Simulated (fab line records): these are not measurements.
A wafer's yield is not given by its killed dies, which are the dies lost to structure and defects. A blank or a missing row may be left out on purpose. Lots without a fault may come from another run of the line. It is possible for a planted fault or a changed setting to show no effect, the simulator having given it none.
Split-lot experiment / flow n5Finfet / 21 wafers read across 7 lots, on a route 1938 steps long

## ON THE SPLIT
At N5_BEOL_M11_EXPOSE_25 (exposes mask V10), the setting doseMj was moved away from the recipe's 85.5 on 7 of the 21 wafers read, by -4.7% to +3.1%. The other wafers ran this setting at the recipe's value.

## FROM THE SPLIT TO THE READING: what the file shows between them, 2 steps
- N5_BEOL_M11_PEB_26: peb time 60 s
- N5_BEOL_M11_DEVELOP_27: develop time 30 s

## THE READING
cdNm (nm) at N5_BEOL_M11_CD_MEAS_28, where the cd target is 70 nm. Typical for fault-free wafers on this fab line: 69.9 nm, with standard deviation 0.89 nm.

wafer=L077.4; tool, chamber at the split=arfiScanner-02, 0; doseMj as run=85.5; against the recipe=recipe; cdNm, nm=69.5; against lot-mates on the recipe=-
wafer=L077.5; tool, chamber at the split=arfiScanner-02, 0; doseMj as run=85.5; against the recipe=recipe; cdNm, nm=69.8; against lot-mates on the recipe=-
wafer=L077.6; tool, chamber at the split=arfiScanner-02, 0; doseMj as run=85.5; against the recipe=recipe; cdNm, nm=68.5; against lot-mates on the recipe=-
wafer=L076.1; tool, chamber at the split=arfiScanner-01, 0; doseMj as run=85.5; against the recipe=recipe; cdNm, nm=70.7; against lot-mates on the recipe=-
wafer=L076.4; tool, chamber at the split=arfiScanner-01, 0; doseMj as run=85.5; against the recipe=recipe; cdNm, nm=71.0; against lot-mates on the recipe=-
wafer=L076.6; tool, chamber at the split=arfiScanner-01, 0; doseMj as run=85.5; against the recipe=recipe; cdNm, nm=71.3; against lot-mates on the recipe=-
wafer=L078.1; tool, chamber at the split=arfiScanner-01, 0; doseMj as run=88.13; against the recipe=+3.1%; cdNm, nm=72.9; against lot-mates on the recipe=+2.4
wafer=L078.3; tool, chamber at the split=arfiScanner-01, 0; doseMj as run=88.13; against the recipe=+3.1%; cdNm, nm=74.1; against lot-mates on the recipe=+3.6
wafer=L078.5; tool, chamber at the split=arfiScanner-01, 0; doseMj as run=85.5; against the recipe=recipe; cdNm, nm=70.5; against lot-mates on the recipe=-
wafer=L083.2; tool, chamber at the split=arfiScanner-02, 0; doseMj as run=85.5; against the recipe=recipe; cdNm, nm=68.2; against lot-mates on the recipe=-
wafer=L083.4; tool, chamber at the split=arfiScanner-02, 0; doseMj as run=85.5; against the recipe=recipe; cdNm, nm=69.3; against lot-mates on the recipe=-
wafer=L083.6; tool, chamber at the split=arfiScanner-02, 0; doseMj as run=85.5; against the recipe=recipe; cdNm, nm=69.2; against lot-mates on the recipe=-
wafer=L089.2; tool, chamber at the split=arfiScanner-03, 0; doseMj as run=85.5; against the recipe=recipe; cdNm, nm=70.5; against lot-mates on the recipe=-
wafer=L089.4; tool, chamber at the split=arfiScanner-03, 0; doseMj as run=88.08; against the recipe=+3.0%; cdNm, nm=72.7; against lot-mates on the recipe=+2.2
wafer=L089.6; tool, chamber at the split=arfiScanner-03, 0; doseMj as run=85.5; against the recipe=recipe; cdNm, nm=70.4; against lot-mates on the recipe=-
wafer=L090.1; tool, chamber at the split=arfiScanner-01, 0; doseMj as run=88.17; against the recipe=+3.1%; cdNm, nm=72.8; against lot-mates on the recipe=+3.1
wafer=L090.3; tool, chamber at the split=arfiScanner-01, 0; doseMj as run=88.17; against the recipe=+3.1%; cdNm, nm=72.2; against lot-mates on the recipe=+2.5
wafer=L090.5; tool, chamber at the split=arfiScanner-01, 0; doseMj as run=85.5; against the recipe=recipe; cdNm, nm=69.7; against lot-mates on the recipe=-
wafer=L096.2; tool, chamber at the split=arfiScanner-03, 0; doseMj as run=85.5; against the recipe=recipe; cdNm, nm=70.3; against lot-mates on the recipe=-
wafer=L096.5; tool, chamber at the split=arfiScanner-03, 0; doseMj as run=81.48; against the recipe=-4.7%; cdNm, nm=66.0; against lot-mates on the recipe=-4.3
wafer=L096.6; tool, chamber at the split=arfiScanner-03, 0; doseMj as run=81.48; against the recipe=-4.7%; cdNm, nm=64.6; against lot-mates on the recipe=-5.7

FIT RESULTS
A straight line over all 21 wafers: cdNm changes by +0.981 nm for each +1% of doseMj; r = +0.93; the points scatter about the line by 0.85 nm.
The same after taking each lot's own level away (the mean of its wafers on the recipe; 21 wafers): +0.985 nm for each +1%; r = +0.98; scatter 0.49 nm.
According to that fit, moving doseMj by its largest amount changes the reading by 4.6 nm.
The span of the lots' own levels, 68.90 to 71.00 nm, comes to 2.4 times the standard deviation stated above.
Consequently the slope shifts little with the lot-to-lot level, the two slopes agreeing.
Check: for one of the wafers moved furthest among these (-4.7%), held out of the fit, the line's prediction against its lot-mates is -4.93 nm. It came out at -4.3 nm against them.

## OTHER SPLITS ON THESE WAFERS
Other splits were also applied to these wafers ahead of the reading. Each is held against what the fit with the lots' levels taken away leaves over:
other split on the same wafers=N5_BEOL_M9_ETCH_66 timeS; wafers away from the commonest value=9; r with cdNm (lot level and that fit taken away)=-0.04
other split on the same wafers=N5_BEOL_M10_COAT_63 spinRpm; wafers away from the commonest value=6; r with cdNm (lot level and that fit taken away)=+0.30
other split on the same wafers=N5_BEOL_M10_COAT_64 spinRpm; wafers away from the commonest value=5; r with cdNm (lot level and that fit taken away)=+0.01
other split on the same wafers=N5_BEOL_M11_COAT_22 spinRpm; wafers away from the commonest value=11; r with cdNm (lot level and that fit taken away)=+0.08

## FILE'S OWN FIT
cdNm changes by +0.965 nm for each +1% of doseMj, r = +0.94.
